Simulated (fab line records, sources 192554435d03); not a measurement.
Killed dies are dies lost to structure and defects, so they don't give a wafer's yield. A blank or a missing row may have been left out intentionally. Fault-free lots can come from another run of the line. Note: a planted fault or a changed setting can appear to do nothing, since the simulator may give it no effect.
Split-lot study    flow n5 finfet    39 wafers read across 7 lots, on a route 1938 steps long

== ABOUT THE SPLIT ==
At N5_FIN_SAQP_HM_DEP_72 (deposits SiO2 from SiH4/N2O, target thk 12 nm, time 7.2 s), the setting target thk a was moved away from the recipe's 120 angstrom on 9 of the 39 wafers read, by -35.7% to +22.2%. All remaining wafers had this setting at the recipe value.

== FROM THE SPLIT TO THE READING: what the file shows between them, 4 steps ==
- N5_FIN_SAQP_COAT_49: time 60 s, resist thk 100 nm
- N5_FIN_SAQP_COAT_50: time 60 s, resist thk 35 nm
- N5_FIN_SAQP_ETCH_52: etches SOC in N2/H2, target depth 100 nm, overetch 20 nm, time 150 s
- N5_FIN_SAQP_STRIP_53: strips in N2/H2

== THE READING ==
etch.depth nm (the simulator's own value, which no gauge read), in nm, at N5_FIN_SAQP_HM_OPEN_73 (chemistry CHF3/O2, target SiO2, stops on a-Si, target depth 12 nm, time 16.8 s). The file does not state a usual value for it. Average 11.914 nm, standard deviation 0.16 nm, over the 30 wafers here run with the recipe.

wafer   tool, chamber at the split  target thk a as run, angstrom  against the recipe  etch.depth nm, nm  against lot-mates on the recipe
L074.1  pecvd-04, 1,0               120                            recipe              11.7               -
L074.3  pecvd-04, 1,0               120                            recipe              11.7               -
L074.2  pecvd-04, 2                 138.6                          +15.5%              13.66              +1.860
L074.4  pecvd-04, 1                 138.6                          +15.5%              13.92              +2.120
L074.5  pecvd-04, 0                 138.6                          +15.5%              13.76              +1.960
L074.6  pecvd-04, 2                 120                            recipe              12                 -
L075.1  pecvd-04, 0                 120                            recipe              11.59              -
L075.2  pecvd-04, 2                 146.7                          +22.2%              14.06              +2.427
L075.3  pecvd-04, 1                 146.7                          +22.2%              14.23              +2.597
L075.4  pecvd-04, 1                 146.7                          +22.2%              14.22              +2.587
L075.5  pecvd-04, 2                 120                            recipe              11.57              -
L075.6  pecvd-04, 0                 120                            recipe              11.74              -
L078.1  pecvd-01, 0,2               120                            recipe              11.97              -
L078.2  pecvd-01, 0,2               120                            recipe              11.97              -
L078.3  pecvd-01, 1                 120                            recipe              11.82              -
L078.4  pecvd-01, 0                 120                            recipe              12.02              -
L078.5  pecvd-01, 1                 120                            recipe              11.94              -
L078.6  pecvd-01, 2                 120                            recipe              12.1               -
L082.1  pecvd-04, 0                 120                            recipe              11.84              -
L082.2  pecvd-04, 2                 77.12                          -35.7%              7.469              -4.458
L082.3  pecvd-04, 1                 120                            recipe              11.86              -
L082.4  pecvd-04, 1                 120                            recipe              12.08              -
L082.5  pecvd-04, 2                 77.12                          -35.7%              7.629              -4.298
L082.6  pecvd-04, 0                 77.12                          -35.7%              7.887              -4.040
L084.2  pecvd-03, 0                 120                            recipe              11.98              -
L084.3  pecvd-03, 2                 120                            recipe              11.95              -
L084.5  pecvd-03, 1                 120                            recipe              12.04              -
L087.1  pecvd-03, 0                 120                            recipe              11.88              -
L087.2  pecvd-03, 2                 120                            recipe              11.75              -
L087.3  pecvd-03, 1                 120                            recipe              11.84              -
L087.4  pecvd-03, 1                 120                            recipe              11.96              -
L087.5  pecvd-03, 2                 120                            recipe              11.78              -
L087.6  pecvd-03, 0                 120                            recipe              12.13              -
L089.1  pecvd-04, 0                 120                            recipe              12                 -
L089.2  pecvd-04, 1                 120                            recipe              12.13              -
L089.4  pecvd-04, 1                 120                            recipe              12.13              -
L089.3  pecvd-04, 2                 120                            recipe              11.8               -
L089.5  pecvd-04, 2                 120                            recipe              12.07              -
L089.6  pecvd-04, 0                 120                            recipe              12.09              -
When a row names more than one chamber, that row covers several wafers, and the file does not tell which wafer ran in which chamber.

THE FIT
A straight line over all 39 wafers: etch.depth nm changes by +0.115 nm for each +1% of target thk a; r = +0.99; the points scatter about the line by 0.18 nm.
The same after taking each lot's own level away (the mean of its wafers on the recipe; 39 wafers): +0.119 nm for each +1%; r = +1.00; scatter 0.12 nm.
According to that fit, moving target thk a by its largest amount changes the reading by 4.3 nm.
The span of the lots' own levels, 11.6333 to 12.0367 nm, comes to 2.6 times the standard deviation stated above.
Consequently the slope shifts little with the lot-to-lot level, the two slopes agreeing.
Check: for one of the wafers moved furthest among these (-35.7%), held out of the fit, the line's prediction against its lot-mates is -4.19 nm. It came out at -4.46 nm against them.

== THE WHOLE CHAIN: every reading that the file lists as answering this split, in the file's order ==
step                    what it does                                                                    reading                                                                             change (the file's fit)                r (the file's)
N5_FIN_SAQP_HM_DEP_72   deposits SiO2 from SiH4/N2O, target thk 12 nm, time 7.2 s                       SiO2_of_FIN_SAQP_HM_DEP_72.thk nm (the simulator's own value, which no gauge read)  +0.119 nm for each +1% of the setting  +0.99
N5_FIN_SAQP_HM_OPEN_73  chemistry CHF3/O2, target SiO2, stops on a-Si, target depth 12 nm, time 16.8 s  etch.depth nm (the simulator's own value, which no gauge read)                      +0.119 nm for each +1% of the setting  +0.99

== FILE'S OWN FIT ==
etch.depth nm changes by +0.119 nm for each +1% of target thk a, r = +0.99.
